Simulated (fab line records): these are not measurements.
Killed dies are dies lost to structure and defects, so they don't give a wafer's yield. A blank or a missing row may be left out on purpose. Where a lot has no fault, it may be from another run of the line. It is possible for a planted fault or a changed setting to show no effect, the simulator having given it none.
Chamber matching | flow n5Finfet | N5_MOL_CONTACT_COAG_ALD_27 on aldSin-02: 4 sister chambers
The step deposits SiOC, target thk 17 nm, pulse time 1.5 s, time 2720 s. 4 wafers are shown with their chamber, then 8 later ones without.

EACH WAFER AND ITS CHAMBER
wafer  | chamber | heaterPowerW (W)
L077.5 | 1       | 754
L087.5 | 3       | 665
L087.6 | 0       | 1006
L088.1 | 2       | 848

WAFERS WITH NO CHAMBER GIVEN
wafer  | heaterPowerW (W)
L088.2 | 998
L088.3 | 763
L092.1 | 770
L092.4 | 659
L092.5 | 863
L096.1 | 651
L096.3 | 1004
L096.5 | 654

THE CHAMBER EACH PASSED THROUGH
wafer  | from the rows above | in truth
L088.2 | 0                   | 0
L088.3 | 1                   | 1
L092.1 | 1                   | 1
L092.4 | 3                   | 3
L092.5 | 2                   | 2
L096.1 | 3                   | 3
L096.3 | 0                   | 0
L096.5 | 3                   | 3
8 of 8 placed correctly. From these rows, 0 cannot be placed. Number placed wrongly: 0.
How it was worked out, from the rows above alone: a wafer's distance from a chamber is the root of the sum, over the readings, of the square of ((its reading less the chamber's mean) divided by the reading's scatter). The wafer belongs to the nearest chamber; if the next one is less than 2 further off, it can't be placed. The mean given for a chamber averages the wafers shown for that chamber. The scatter: root of mean squared gap, hidden wafer to nearest shown wafer, with one shown wafer a chamber.
